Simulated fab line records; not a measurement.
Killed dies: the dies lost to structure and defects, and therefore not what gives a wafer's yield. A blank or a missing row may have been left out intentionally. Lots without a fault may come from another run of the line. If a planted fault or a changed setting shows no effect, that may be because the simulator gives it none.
Which tool did it? || flow nand harc || Sampling: 24 lots, 72 wafers, 5 of 1302 route steps

WHAT THE GAUGES READ, wafer by wafer
NHARC_P_BONDPAD_THK_MEAS_33: measures by ellipsometry.
{"lot": "L074", "measured": "day 6 16:28", "on": "film metro-02", "thk nm (nm)": "202.8 201.2 202.6"}
{"lot": "L075", "measured": "day 6 19:33", "on": "film metro-02", "thk nm (nm)": "200.2 200.8 200.7"}
{"lot": "L076", "measured": "day 7 06:04", "on": "film metro-01", "thk nm (nm)": "198.2 200.3 200.9"}
{"lot": "L077", "measured": "day 7 23:53", "on": "film metro-01", "thk nm (nm)": "199.1 200.6 200.5"}
{"lot": "L078", "measured": "day 8 05:04", "on": "film metro-02", "thk nm (nm)": "202.4 200.3 200.6"}
{"lot": "L079", "measured": "day 8 10:07", "on": "film metro-02", "thk nm (nm)": "201.5 203.0 201.1"}
{"lot": "L080", "measured": "day 9 02:25", "on": "film metro-02", "thk nm (nm)": "199.8 201.5 200.3"}
{"lot": "L081", "measured": "day 9 12:52", "on": "film metro-01", "thk nm (nm)": "203.5 199.6 198.3"}
{"lot": "L082", "measured": "day 10 01:37", "on": "film metro-01", "thk nm (nm)": "201.8 198.0 197.9"}
{"lot": "L083", "measured": "day 10 07:11", "on": "film metro-02", "thk nm (nm)": "199.6 198.3 198.1"}
{"lot": "L084", "measured": "day 10 19:55", "on": "film metro-02", "thk nm (nm)": "200.8 197.4 201.5"}
{"lot": "L085", "measured": "day 11 13:15", "on": "film metro-01", "thk nm (nm)": "200.0 198.2 199.7"}
{"lot": "L086", "measured": "day 11 16:32", "on": "film metro-01", "thk nm (nm)": "200.4 200.5 202.8"}
{"lot": "L087", "measured": "day 11 23:03", "on": "film metro-01", "thk nm (nm)": "197.8 200.5 200.9"}
{"lot": "L088", "measured": "day 12 16:02", "on": "film metro-01", "thk nm (nm)": "197.9 199.3 199.2"}
{"lot": "L089", "measured": "day 12 16:32", "on": "film metro-01", "thk nm (nm)": "199.9 200.0 200.7"}
{"lot": "L090", "measured": "day 13 12:08", "on": "film metro-02", "thk nm (nm)": "198.8 197.8 201.2"}
{"lot": "L091", "measured": "day 13 15:02", "on": "film metro-01", "thk nm (nm)": "200.3 201.2 200.1"}
{"lot": "L092", "measured": "day 14 00:53", "on": "film metro-01", "thk nm (nm)": "202.1 199.2 199.4"}
{"lot": "L093", "measured": "day 14 13:11", "on": "film metro-01", "thk nm (nm)": "200.1 199.6 199.2"}
{"lot": "L094", "measured": "day 15 06:23", "on": "film metro-01", "thk nm (nm)": "199.3 202.8 201.0"}
{"lot": "L095", "measured": "day 15 18:27", "on": "film metro-02", "thk nm (nm)": "199.2 197.7 197.3"}
{"lot": "L096", "measured": "day 15 20:57", "on": "film metro-02", "thk nm (nm)": "201.2 201.9 198.9"}
{"lot": "L097", "measured": "day 16 04:17", "on": "film metro-02", "thk nm (nm)": "201.2 200.3 200.1"}

WHICH TOOL RAN EACH LOT (tool, then ch and the chambers of the sampled wafers, then the start)
{"lot": "L074", "NHARC_P_M1_STRIP_18": "rie diel-10 ch 0,1, day 6 08:53", "NHARC_P_M1_DEP_33": "pecvd-03 ch 0,2, day 6 11:11", "NHARC_P_M2_ETCH_15": "rie diel-11 ch 0,1, day 6 16:28 or earlier", "NHARC_P_M2_ETCH_28": "rie diel-03 ch 0,1,3, day 6 16:28 or earlier"}
{"lot": "L075", "NHARC_P_M1_STRIP_18": "rie diel-09 ch 0,1, day 6 11:45", "NHARC_P_M1_DEP_33": "pecvd-04 ch 1,2, day 6 14:28", "NHARC_P_M2_ETCH_15": "rie diel-03 ch 0,2,3, day 6 19:33 or earlier", "NHARC_P_M2_ETCH_28": "rie diel-03 ch 0,2,3, day 6 19:33 or earlier"}
{"lot": "L076", "NHARC_P_M1_STRIP_18": "rie diel-09 ch 0,2, day 6 22:23", "NHARC_P_M1_DEP_33": "pecvd-04 ch 1,2, day 7 00:55", "NHARC_P_M2_ETCH_15": "rie diel-11 ch 0,1,3, day 7 06:04 or earlier", "NHARC_P_M2_ETCH_28": "rie diel-03 ch 0,1,2, day 7 06:04 or earlier"}
{"lot": "L077", "NHARC_P_M1_STRIP_18": "rie diel-10 ch 0,1,2, day 7 16:28", "NHARC_P_M1_DEP_33": "pecvd-03 ch 1,2, day 7 18:48", "NHARC_P_M2_ETCH_15": "rie diel-13 ch 0,1, day 7 23:53 or earlier", "NHARC_P_M2_ETCH_28": "rie diel-13 ch 0,1,2, day 7 23:53 or earlier"}
{"lot": "L078", "NHARC_P_M1_STRIP_18": "rie diel-10 ch 0,1,2, day 7 21:35", "NHARC_P_M1_DEP_33": "pecvd-04 ch 0,1, day 8 00:05", "NHARC_P_M2_ETCH_15": "rie diel-11 ch 0,2, day 8 05:04 or earlier", "NHARC_P_M2_ETCH_28": "rie diel-11 ch 0,2,3, day 8 05:04 or earlier"}
{"lot": "L079", "NHARC_P_M1_STRIP_18": "rie diel-10 ch 0,1,2, day 8 02:45", "NHARC_P_M1_DEP_33": "pecvd-04 ch 0,1,2, day 8 05:05", "NHARC_P_M2_ETCH_15": "rie diel-13 ch 0,1,3, day 8 10:07 or earlier", "NHARC_P_M2_ETCH_28": "rie diel-03 ch 1,3, day 8 10:07 or earlier"}
{"lot": "L080", "NHARC_P_M1_STRIP_18": "rie diel-09 ch 1,2,3, day 8 18:52", "NHARC_P_M1_DEP_33": "pecvd-04 ch 0,1, day 8 21:17", "NHARC_P_M2_ETCH_15": "rie diel-11 ch 0,1,2, day 9 02:25 or earlier", "NHARC_P_M2_ETCH_28": "rie diel-11 ch 1,2, day 9 02:25 or earlier"}
{"lot": "L081", "NHARC_P_M1_STRIP_18": "rie diel-10 ch 2,3, day 9 05:22", "NHARC_P_M1_DEP_33": "pecvd-01 ch 1,2, day 9 07:40", "NHARC_P_M2_ETCH_15": "rie diel-13 ch 0,1,2, day 9 12:52 or earlier", "NHARC_P_M2_ETCH_28": "rie diel-11 ch 1,3, day 9 12:52 or earlier"}
{"lot": "L082", "NHARC_P_M1_STRIP_18": "rie diel-10 ch 0,1,2, day 9 17:58", "NHARC_P_M1_DEP_33": "pecvd-03 ch 1,2, day 9 20:20", "NHARC_P_M2_ETCH_15": "rie diel-03 ch 1,2, day 10 01:37 or earlier", "NHARC_P_M2_ETCH_28": "rie diel-03 ch 1,2,3, day 10 01:37 or earlier"}
{"lot": "L083", "NHARC_P_M1_STRIP_18": "rie diel-09 ch 0,2,3, day 9 23:32", "NHARC_P_M1_DEP_33": "pecvd-04 ch 0,1,2, day 10 01:53", "NHARC_P_M2_ETCH_15": "rie diel-13 ch 0,1,2, day 10 07:11 or earlier", "NHARC_P_M2_ETCH_28": "rie diel-11 ch 0,1,3, day 10 07:11 or earlier"}
{"lot": "L084", "NHARC_P_M1_STRIP_18": "rie diel-09 ch 2,3, day 10 12:19", "NHARC_P_M1_DEP_33": "pecvd-01 ch 0,2, day 10 14:43", "NHARC_P_M2_ETCH_15": "rie diel-13 ch 0,3, day 10 19:55 or earlier", "NHARC_P_M2_ETCH_28": "rie diel-11 ch 0,2, day 10 19:55 or earlier"}
{"lot": "L085", "NHARC_P_M1_STRIP_18": "rie diel-09 ch 0,3, day 11 05:32", "NHARC_P_M1_DEP_33": "pecvd-04 ch 0,1,2, day 11 07:59", "NHARC_P_M2_ETCH_15": "rie diel-13 ch 0,1,2, day 11 13:15 or earlier", "NHARC_P_M2_ETCH_28": "rie diel-11 ch 0,1,3, day 11 13:15 or earlier"}
{"lot": "L086", "NHARC_P_M1_STRIP_18": "rie diel-12 ch 2,3, day 11 08:28", "NHARC_P_M1_DEP_33": "pecvd-01 ch 0,1,2, day 11 11:22", "NHARC_P_M2_ETCH_15": "rie diel-13 ch 1,2, day 11 16:32 or earlier", "NHARC_P_M2_ETCH_28": "rie diel-11 ch 1,2, day 11 16:32 or earlier"}
{"lot": "L087", "NHARC_P_M1_STRIP_18": "rie diel-09 ch 1,3, day 11 15:26", "NHARC_P_M1_DEP_33": "pecvd-04 ch 0,1, day 11 17:49", "NHARC_P_M2_ETCH_15": "rie diel-13 ch 2,3, day 11 23:03 or earlier", "NHARC_P_M2_ETCH_28": "rie diel-13 ch 0,2,3, day 11 23:03 or earlier"}
{"lot": "L088", "NHARC_P_M1_STRIP_18": "rie diel-09 ch 0,1,3, day 12 08:31", "NHARC_P_M1_DEP_33": "pecvd-03 ch 0,1,2, day 12 10:53", "NHARC_P_M2_ETCH_15": "rie diel-13 ch 0,1,3, day 12 16:02 or earlier", "NHARC_P_M2_ETCH_28": "rie diel-03 ch 0,1,2, day 12 16:02 or earlier"}
{"lot": "L089", "NHARC_P_M1_STRIP_18": "rie diel-09 ch 0,1, day 12 08:59", "NHARC_P_M1_DEP_33": "pecvd-03 ch 0,1, day 12 11:25", "NHARC_P_M2_ETCH_15": "rie diel-13 ch 1,3, day 12 16:32 or earlier", "NHARC_P_M2_ETCH_28": "rie diel-11 ch 0,2, day 12 16:32 or earlier"}
{"lot": "L090", "NHARC_P_M1_STRIP_18": "rie diel-09 ch 2,3, day 13 04:09", "NHARC_P_M1_DEP_33": "pecvd-01 ch 0,1, day 13 06:28", "NHARC_P_M2_ETCH_15": "rie diel-13 ch 0,1,2, day 13 12:08 or earlier", "NHARC_P_M2_ETCH_28": "rie diel-13 ch 1,2,3, day 13 12:08 or earlier"}
{"lot": "L091", "NHARC_P_M1_STRIP_18": "rie diel-10 ch 1,2,3, day 13 07:22", "NHARC_P_M1_DEP_33": "pecvd-01 ch 0,1, day 13 09:44", "NHARC_P_M2_ETCH_15": "rie diel-11 ch 0,2,3, day 13 15:02 or earlier", "NHARC_P_M2_ETCH_28": "rie diel-13 ch 0,1,3, day 13 15:02 or earlier"}
{"lot": "L092", "NHARC_P_M1_STRIP_18": "rie diel-09 ch 2,3, day 13 16:05", "NHARC_P_M1_DEP_33": "pecvd-01 ch 1, day 13 18:51", "NHARC_P_M2_ETCH_15": "rie diel-11 ch 0,2, day 14 00:53 or earlier", "NHARC_P_M2_ETCH_28": "rie diel-03 ch 0,2, day 14 00:53 or earlier"}
{"lot": "L093", "NHARC_P_M1_STRIP_18": "rie diel-10 ch 0,2,3, day 14 05:32", "NHARC_P_M1_DEP_33": "pecvd-04 ch 0,1,2, day 14 07:54", "NHARC_P_M2_ETCH_15": "rie diel-13 ch 0,2,3, day 14 13:11 or earlier", "NHARC_P_M2_ETCH_28": "rie diel-11 ch 0,1,2, day 14 13:11 or earlier"}
{"lot": "L094", "NHARC_P_M1_STRIP_18": "rie diel-12 ch 0,2,3, day 14 23:01", "NHARC_P_M1_DEP_33": "pecvd-04 ch 0,1,2, day 15 01:25", "NHARC_P_M2_ETCH_15": "rie diel-11 ch 0,1,2, day 15 06:23 or earlier", "NHARC_P_M2_ETCH_28": "rie diel-13 ch 1,2,3, day 15 06:23 or earlier"}
{"lot": "L095", "NHARC_P_M1_STRIP_18": "rie diel-10 ch 0,2,3, day 15 10:46", "NHARC_P_M1_DEP_33": "pecvd-04 ch 0,1, day 15 13:11", "NHARC_P_M2_ETCH_15": "rie diel-03 ch 0,2,3, day 15 18:27 or earlier", "NHARC_P_M2_ETCH_28": "rie diel-03 ch 0,1,2, day 15 18:27 or earlier"}
{"lot": "L096", "NHARC_P_M1_STRIP_18": "rie diel-12 ch 0,1, day 15 13:32", "NHARC_P_M1_DEP_33": "pecvd-03 ch 0,1, day 15 15:55", "NHARC_P_M2_ETCH_15": "rie diel-11 ch 0,2, day 15 20:57 or earlier", "NHARC_P_M2_ETCH_28": "rie diel-11 ch 0,1,2, day 15 20:57 or earlier"}
{"lot": "L097", "NHARC_P_M1_STRIP_18": "rie diel-12 ch 1,3, day 15 20:41", "NHARC_P_M1_DEP_33": "pecvd-01 ch 1,2, day 15 23:05", "NHARC_P_M2_ETCH_15": "rie diel-13 ch 0,2,3, day 16 04:17 or earlier", "NHARC_P_M2_ETCH_28": "rie diel-13 ch 0,2,3, day 16 04:17 or earlier"}
- NHARC_P_M1_STRIP_18: strips in N2/H2.
- NHARC_P_M1_DEP_33: deposits SiCN, target thk 30 nm.
- NHARC_P_M2_ETCH_15: etches the open film in C4F8/Ar, target depth 182.5 nm, time 91.2 s.
- NHARC_P_M2_ETCH_28: etches the open film in CF4/N2, target depth 30 nm, time 72.99 s.

WHAT THE TOOLS THEMSELVES READ (means of the sampled wafers that have a number; where no wafer has one, the mark that the record gives instead)
NHARC_P_M1_STRIP_18.
{"lot": "L074", "tool": "rie diel-10", "drypump motor current A (A)": 5.5, "mfc ar sccm (sccm)": 0.003, "oes product au (a.u.)": 1.006, "rf vpp V (V)": 90.5, "showerhead plenum p Torr (Torr)": 2.06, "throttle valve pct (%)": 14.177}
{"lot": "L075", "tool": "rie diel-09", "drypump motor current A (A)": 5.4, "mfc ar sccm (sccm)": 0.014, "oes product au (a.u.)": 1.010, "rf vpp V (V)": 90.0, "showerhead plenum p Torr (Torr)": 2.02, "throttle valve pct (%)": 14.171}
{"lot": "L076", "tool": "rie diel-09", "drypump motor current A (A)": 5.5, "mfc ar sccm (sccm)": 0.009, "oes product au (a.u.)": 0.990, "rf vpp V (V)": 90.3, "showerhead plenum p Torr (Torr)": 1.96, "throttle valve pct (%)": 14.175}
{"lot": "L077", "tool": "rie diel-10", "drypump motor current A (A)": 5.6, "mfc ar sccm (sccm)": 0.003, "oes product au (a.u.)": 0.996, "rf vpp V (V)": 90.5, "showerhead plenum p Torr (Torr)": 2.09, "throttle valve pct (%)": 14.167}
{"lot": "L078", "tool": "rie diel-10", "drypump motor current A (A)": 5.6, "mfc ar sccm (sccm)": 0.003, "oes product au (a.u.)": 0.995, "rf vpp V (V)": 91.0, "showerhead plenum p Torr (Torr)": 2.09, "throttle valve pct (%)": 14.173}
{"lot": "L079", "tool": "rie diel-10", "drypump motor current A (A)": 5.6, "mfc ar sccm (sccm)": 0.003, "oes product au (a.u.)": 1.000, "rf vpp V (V)": 91.4, "showerhead plenum p Torr (Torr)": 2.09, "throttle valve pct (%)": 14.177}
{"lot": "L080", "tool": "rie diel-09", "drypump motor current A (A)": 5.4, "mfc ar sccm (sccm)": 0.017, "oes product au (a.u.)": 0.997, "rf vpp V (V)": 91.2, "showerhead plenum p Torr (Torr)": 2.04, "throttle valve pct (%)": 14.172}
{"lot": "L081", "tool": "rie diel-10", "drypump motor current A (A)": 5.7, "mfc ar sccm (sccm)": 0.004, "oes product au (a.u.)": 1.009, "rf vpp V (V)": 91.0, "showerhead plenum p Torr (Torr)": 2.02, "throttle valve pct (%)": 14.173}
{"lot": "L082", "tool": "rie diel-10", "drypump motor current A (A)": 5.6, "mfc ar sccm (sccm)": 0.003, "oes product au (a.u.)": 1.005, "rf vpp V (V)": 91.5, "showerhead plenum p Torr (Torr)": 2.09, "throttle valve pct (%)": 14.173}
{"lot": "L083", "tool": "rie diel-09", "drypump motor current A (A)": 5.4, "mfc ar sccm (sccm)": 0.011, "oes product au (a.u.)": 0.993, "rf vpp V (V)": 89.6, "showerhead plenum p Torr (Torr)": 1.98, "throttle valve pct (%)": 14.171}
{"lot": "L084", "tool": "rie diel-09", "drypump motor current A (A)": 5.6, "mfc ar sccm (sccm)": 0.019, "oes product au (a.u.)": 0.998, "rf vpp V (V)": 90.4, "showerhead plenum p Torr (Torr)": 2.03, "throttle valve pct (%)": 14.175}
{"lot": "L085", "tool": "rie diel-09", "drypump motor current A (A)": 5.2, "mfc ar sccm (sccm)": 0.002, "oes product au (a.u.)": 0.995, "rf vpp V (V)": 90.5, "showerhead plenum p Torr (Torr)": 1.93, "throttle valve pct (%)": 14.158}
{"lot": "L086", "tool": "rie diel-12", "drypump motor current A (A)": 5.5, "mfc ar sccm (sccm)": 0.008, "oes product au (a.u.)": 1.003, "rf vpp V (V)": 90.8, "showerhead plenum p Torr (Torr)": 2.02, "throttle valve pct (%)": 14.178}
{"lot": "L087", "tool": "rie diel-09", "drypump motor current A (A)": 5.1, "mfc ar sccm (sccm)": 0.010, "oes product au (a.u.)": 0.992, "rf vpp V (V)": 89.7, "showerhead plenum p Torr (Torr)": 2.01, "throttle valve pct (%)": 14.170}
{"lot": "L088", "tool": "rie diel-09", "drypump motor current A (A)": 5.2, "mfc ar sccm (sccm)": 0.009, "oes product au (a.u.)": 1.002, "rf vpp V (V)": 89.9, "showerhead plenum p Torr (Torr)": 1.98, "throttle valve pct (%)": 14.168}
{"lot": "L089", "tool": "rie diel-09", "drypump motor current A (A)": 5.4, "mfc ar sccm (sccm)": 0.014, "oes product au (a.u.)": 1.004, "rf vpp V (V)": 90.6, "showerhead plenum p Torr (Torr)": 2.02, "throttle valve pct (%)": 14.169}
{"lot": "L090", "tool": "rie diel-09", "drypump motor current A (A)": 5.6, "mfc ar sccm (sccm)": 0.019, "oes product au (a.u.)": 0.994, "rf vpp V (V)": 90.3, "showerhead plenum p Torr (Torr)": 2.02, "throttle valve pct (%)": 14.173}
{"lot": "L091", "tool": "rie diel-10", "drypump motor current A (A)": 5.6, "mfc ar sccm (sccm)": 0.006, "oes product au (a.u.)": 1.000, "rf vpp V (V)": 91.7, "showerhead plenum p Torr (Torr)": 2.05, "throttle valve pct (%)": 14.179}
{"lot": "L092", "tool": "rie diel-09", "drypump motor current A (A)": 5.4, "mfc ar sccm (sccm)": 0.012, "oes product au (a.u.)": 0.988, "rf vpp V (V)": 90.5, "showerhead plenum p Torr (Torr)": 2.00, "throttle valve pct (%)": 14.168}
{"lot": "L093", "tool": "rie diel-10", "drypump motor current A (A)": 5.7, "mfc ar sccm (sccm)": 0.005, "oes product au (a.u.)": 0.998, "rf vpp V (V)": 90.8, "showerhead plenum p Torr (Torr)": 1.99, "throttle valve pct (%)": 14.180}
{"lot": "L094", "tool": "rie diel-12", "drypump motor current A (A)": 5.7, "mfc ar sccm (sccm)": 0.008, "oes product au (a.u.)": 0.997, "rf vpp V (V)": 90.7, "showerhead plenum p Torr (Torr)": 2.00, "throttle valve pct (%)": 14.178}
{"lot": "L095", "tool": "rie diel-10", "drypump motor current A (A)": 5.7, "mfc ar sccm (sccm)": 0.005, "oes product au (a.u.)": 0.996, "rf vpp V (V)": 90.1, "showerhead plenum p Torr (Torr)": 1.99, "throttle valve pct (%)": 14.175}
{"lot": "L096", "tool": "rie diel-12", "drypump motor current A (A)": 6.1, "mfc ar sccm (sccm)": 0.000, "oes product au (a.u.)": 0.990, "rf vpp V (V)": 90.1, "showerhead plenum p Torr (Torr)": 1.97, "throttle valve pct (%)": 14.179}
{"lot": "L097", "tool": "rie diel-12", "drypump motor current A (A)": 6.4, "mfc ar sccm (sccm)": 0.008, "oes product au (a.u.)": 0.999, "rf vpp V (V)": 91.1, "showerhead plenum p Torr (Torr)": 2.13, "throttle valve pct (%)": 14.172}

NHARC_P_M1_DEP_33.
{"lot": "L074", "tool": "pecvd-03", "heater power w (W)": 566}
{"lot": "L075", "tool": "pecvd-04", "heater power w (W)": 697}
{"lot": "L076", "tool": "pecvd-04", "heater power w (W)": 626}
{"lot": "L077", "tool": "pecvd-03", "heater power w (W)": 497}
{"lot": "L078", "tool": "pecvd-04", "heater power w (W)": 571}
{"lot": "L079", "tool": "pecvd-04", "heater power w (W)": 572}
{"lot": "L080", "tool": "pecvd-04", "heater power w (W)": 530}
{"lot": "L081", "tool": "pecvd-01", "heater power w (W)": 604}
{"lot": "L082", "tool": "pecvd-03", "heater power w (W)": 512}
{"lot": "L083", "tool": "pecvd-04", "heater power w (W)": 610}
{"lot": "L084", "tool": "pecvd-01", "heater power w (W)": 515}
{"lot": "L085", "tool": "pecvd-04", "heater power w (W)": 617}
{"lot": "L086", "tool": "pecvd-01", "heater power w (W)": 628}
{"lot": "L087", "tool": "pecvd-04", "heater power w (W)": 587}
{"lot": "L088", "tool": "pecvd-03", "heater power w (W)": 571}
{"lot": "L089", "tool": "pecvd-03", "heater power w (W)": 636}
{"lot": "L090", "tool": "pecvd-01", "heater power w (W)": 636}
{"lot": "L091", "tool": "pecvd-01", "heater power w (W)": 620}
{"lot": "L092", "tool": "pecvd-01", "heater power w (W)": 683}
{"lot": "L093", "tool": "pecvd-04", "heater power w (W)": 666}
{"lot": "L094", "tool": "pecvd-04", "heater power w (W)": 625}
{"lot": "L095", "tool": "pecvd-04", "heater power w (W)": 565}
{"lot": "L096", "tool": "pecvd-03", "heater power w (W)": 660}
{"lot": "L097", "tool": "pecvd-01", "heater power w (W)": 605}

NHARC_P_M2_ETCH_15.
{"lot": "L074", "tool": "rie diel-11", "oes product au (a.u.)": 0.931, "rf vpp V (V)": 439.7}
{"lot": "L075", "tool": "rie diel-03", "oes product au (a.u.)": 0.925, "rf vpp V (V)": 442.1}
{"lot": "L076", "tool": "rie diel-11", "oes product au (a.u.)": 0.933, "rf vpp V (V)": 441.9}
{"lot": "L077", "tool": "rie diel-13", "oes product au (a.u.)": 0.945, "rf vpp V (V)": 444.1}
{"lot": "L078", "tool": "rie diel-11", "oes product au (a.u.)": 0.936, "rf vpp V (V)": 441.1}
{"lot": "L079", "tool": "rie diel-13", "oes product au (a.u.)": 0.967, "rf vpp V (V)": 442.5}
{"lot": "L080", "tool": "rie diel-11", "oes product au (a.u.)": 0.936, "rf vpp V (V)": 441.3}
{"lot": "L081", "tool": "rie diel-13", "oes product au (a.u.)": 0.946, "rf vpp V (V)": 441.8}
{"lot": "L082", "tool": "rie diel-03", "oes product au (a.u.)": 0.930, "rf vpp V (V)": 442.5}
{"lot": "L083", "tool": "rie diel-13", "oes product au (a.u.)": 0.958, "rf vpp V (V)": 440.8}
{"lot": "L084", "tool": "rie diel-13", "oes product au (a.u.)": 0.968, "rf vpp V (V)": 442.8}
{"lot": "L085", "tool": "rie diel-13", "oes product au (a.u.)": 0.921, "rf vpp V (V)": 441.2}
{"lot": "L086", "tool": "rie diel-13", "oes product au (a.u.)": 0.940, "rf vpp V (V)": 441.3}
{"lot": "L087", "tool": "rie diel-13", "oes product au (a.u.)": 0.972, "rf vpp V (V)": 440.9}
{"lot": "L088", "tool": "rie diel-13", "oes product au (a.u.)": 0.943, "rf vpp V (V)": 443.7}
{"lot": "L089", "tool": "rie diel-13", "oes product au (a.u.)": 0.959, "rf vpp V (V)": 442.2}
{"lot": "L090", "tool": "rie diel-13", "oes product au (a.u.)": 0.920, "rf vpp V (V)": 441.4}
{"lot": "L091", "tool": "rie diel-11", "oes product au (a.u.)": 0.925, "rf vpp V (V)": 443.1}
{"lot": "L092", "tool": "rie diel-11", "oes product au (a.u.)": 0.935, "rf vpp V (V)": 442.3}
{"lot": "L093", "tool": "rie diel-13", "oes product au (a.u.)": 0.918, "rf vpp V (V)": 440.8}
{"lot": "L094", "tool": "rie diel-11", "oes product au (a.u.)": 0.927, "rf vpp V (V)": 441.4}
{"lot": "L095", "tool": "rie diel-03", "oes product au (a.u.)": 0.933, "rf vpp V (V)": 441.7}
{"lot": "L096", "tool": "rie diel-11", "oes product au (a.u.)": 0.929, "rf vpp V (V)": 443.3}
{"lot": "L097", "tool": "rie diel-13", "oes product au (a.u.)": 0.984, "rf vpp V (V)": 441.3}

NHARC_P_M2_ETCH_28.
{"lot": "L074", "tool": "rie diel-03", "drypump motor current A (A)": 5.9, "mfc ar sccm (sccm)": 150.2, "oes product au (a.u.)": 0.999, "rf vpp V (V)": 314.4, "showerhead plenum p Torr (Torr)": 2.66, "throttle valve pct (%)": 19.791}
{"lot": "L075", "tool": "rie diel-03", "drypump motor current A (A)": 5.8, "mfc ar sccm (sccm)": 149.8, "oes product au (a.u.)": 1.005, "rf vpp V (V)": 314.8, "showerhead plenum p Torr (Torr)": 2.67, "throttle valve pct (%)": 19.793}
{"lot": "L076", "tool": "rie diel-03", "drypump motor current A (A)": 5.8, "mfc ar sccm (sccm)": 150.1, "oes product au (a.u.)": 1.009, "rf vpp V (V)": 314.7, "showerhead plenum p Torr (Torr)": 2.64, "throttle valve pct (%)": 19.791}
{"lot": "L077", "tool": "rie diel-13", "drypump motor current A (A)": 6.1, "mfc ar sccm (sccm)": 149.5, "oes product au (a.u.)": 1.010, "rf vpp V (V)": 314.1, "showerhead plenum p Torr (Torr)": 2.64, "throttle valve pct (%)": 19.779}
{"lot": "L078", "tool": "rie diel-11", "drypump motor current A (A)": 5.7, "mfc ar sccm (sccm)": 150.0, "oes product au (a.u.)": 1.012, "rf vpp V (V)": 315.7, "showerhead plenum p Torr (Torr)": 2.74, "throttle valve pct (%)": 19.791}
{"lot": "L079", "tool": "rie diel-03", "drypump motor current A (A)": 5.8, "mfc ar sccm (sccm)": 150.4, "oes product au (a.u.)": 1.000, "rf vpp V (V)": 315.2, "showerhead plenum p Torr (Torr)": 2.69, "throttle valve pct (%)": 19.794}
{"lot": "L080", "tool": "rie diel-11", "drypump motor current A (A)": 6.3, "mfc ar sccm (sccm)": 149.9, "oes product au (a.u.)": 1.018, "rf vpp V (V)": 315.0, "showerhead plenum p Torr (Torr)": 2.65, "throttle valve pct (%)": 19.790}
{"lot": "L081", "tool": "rie diel-11", "drypump motor current A (A)": 5.7, "mfc ar sccm (sccm)": 149.8, "oes product au (a.u.)": 1.011, "rf vpp V (V)": 316.6, "showerhead plenum p Torr (Torr)": 2.74, "throttle valve pct (%)": 19.796}
{"lot": "L082", "tool": "rie diel-03", "drypump motor current A (A)": 5.8, "mfc ar sccm (sccm)": 149.9, "oes product au (a.u.)": 1.006, "rf vpp V (V)": 315.4, "showerhead plenum p Torr (Torr)": 2.70, "throttle valve pct (%)": 19.798}
{"lot": "L083", "tool": "rie diel-11", "drypump motor current A (A)": 5.6, "mfc ar sccm (sccm)": 149.9, "oes product au (a.u.)": 1.004, "rf vpp V (V)": 314.8, "showerhead plenum p Torr (Torr)": 2.67, "throttle valve pct (%)": 19.803}
{"lot": "L084", "tool": "rie diel-11", "drypump motor current A (A)": 5.7, "mfc ar sccm (sccm)": 150.2, "oes product au (a.u.)": 1.006, "rf vpp V (V)": 314.6, "showerhead plenum p Torr (Torr)": 2.68, "throttle valve pct (%)": 19.792}
{"lot": "L085", "tool": "rie diel-11", "drypump motor current A (A)": 5.7, "mfc ar sccm (sccm)": 149.8, "oes product au (a.u.)": 1.005, "rf vpp V (V)": 315.4, "showerhead plenum p Torr (Torr)": 2.67, "throttle valve pct (%)": 19.801}
{"lot": "L086", "tool": "rie diel-11", "drypump motor current A (A)": 6.3, "mfc ar sccm (sccm)": 150.4, "oes product au (a.u.)": 1.018, "rf vpp V (V)": 315.1, "showerhead plenum p Torr (Torr)": 2.65, "throttle valve pct (%)": 19.803}
{"lot": "L087", "tool": "rie diel-13", "drypump motor current A (A)": 6.0, "mfc ar sccm (sccm)": 150.3, "oes product au (a.u.)": 0.994, "rf vpp V (V)": 314.7, "showerhead plenum p Torr (Torr)": 2.64, "throttle valve pct (%)": 19.790}
{"lot": "L088", "tool": "rie diel-03", "drypump motor current A (A)": 5.8, "mfc ar sccm (sccm)": 149.5, "oes product au (a.u.)": 1.006, "rf vpp V (V)": 314.0, "showerhead plenum p Torr (Torr)": 2.64, "throttle valve pct (%)": 19.798}
{"lot": "L089", "tool": "rie diel-11", "drypump motor current A (A)": 5.7, "mfc ar sccm (sccm)": 150.0, "oes product au (a.u.)": 1.009, "rf vpp V (V)": 314.9, "showerhead plenum p Torr (Torr)": 2.67, "throttle valve pct (%)": 19.799}
{"lot": "L090", "tool": "rie diel-13", "drypump motor current A (A)": 5.8, "mfc ar sccm (sccm)": 149.9, "oes product au (a.u.)": 0.994, "rf vpp V (V)": 313.9, "showerhead plenum p Torr (Torr)": 2.63, "throttle valve pct (%)": 19.791}
{"lot": "L091", "tool": "rie diel-13", "drypump motor current A (A)": 6.0, "mfc ar sccm (sccm)": 149.6, "oes product au (a.u.)": 1.007, "rf vpp V (V)": 315.5, "showerhead plenum p Torr (Torr)": 2.73, "throttle valve pct (%)": 19.799}
{"lot": "L092", "tool": "rie diel-03", "drypump motor current A (A)": 5.7, "mfc ar sccm (sccm)": 149.9, "oes product au (a.u.)": 1.009, "rf vpp V (V)": 314.6, "showerhead plenum p Torr (Torr)": 2.65, "throttle valve pct (%)": 19.806}
{"lot": "L093", "tool": "rie diel-11", "drypump motor current A (A)": 6.0, "mfc ar sccm (sccm)": 150.4, "oes product au (a.u.)": 1.006, "rf vpp V (V)": 314.7, "showerhead plenum p Torr (Torr)": 2.66, "throttle valve pct (%)": 19.793}
{"lot": "L094", "tool": "rie diel-13", "drypump motor current A (A)": 5.9, "mfc ar sccm (sccm)": 149.8, "oes product au (a.u.)": 0.993, "rf vpp V (V)": 314.3, "showerhead plenum p Torr (Torr)": 2.63, "throttle valve pct (%)": 19.793}
{"lot": "L095", "tool": "rie diel-03", "drypump motor current A (A)": 5.8, "mfc ar sccm (sccm)": 150.3, "oes product au (a.u.)": 1.006, "rf vpp V (V)": 314.0, "showerhead plenum p Torr (Torr)": 2.63, "throttle valve pct (%)": 19.791}
{"lot": "L096", "tool": "rie diel-11", "drypump motor current A (A)": 5.9, "mfc ar sccm (sccm)": 150.3, "oes product au (a.u.)": 1.008, "rf vpp V (V)": 314.3, "showerhead plenum p Torr (Torr)": 2.66, "throttle valve pct (%)": 19.799}
{"lot": "L097", "tool": "rie diel-13", "drypump motor current A (A)": 6.0, "mfc ar sccm (sccm)": 150.0, "oes product au (a.u.)": 1.000, "rf vpp V (V)": 313.4, "showerhead plenum p Torr (Torr)": 2.64, "throttle valve pct (%)": 19.798}

THE ANSWER, worked out from the rows above alone
Rule: the usual values come from the lots themselves. The widest of any qualifying gaps counts: lots, ordered by their means at a reading, are off when they make up no more than a third of the lots, leave a main group of 4 or more, and stand apart from it by 3 or more times the standard deviation of that group's means. A main group is skipped when, at the precision printed for the reading in the tables above, its means are all equal. A lot without any number at a reading at which 4 lots or more have one is off too. The other lots that the step has rows for count as sound. After the gauges, taken in route order, come the tools' own readings; for these a lot's mean is taken, as printed above. At the first step where some lot is off, the reading lying furthest off is the one used; lots without a number count as furthest.
No lot is off on any of the readings shown, so nothing can be concluded from this.

WHAT HAD BEEN PUT IN BY THE SIMULATOR
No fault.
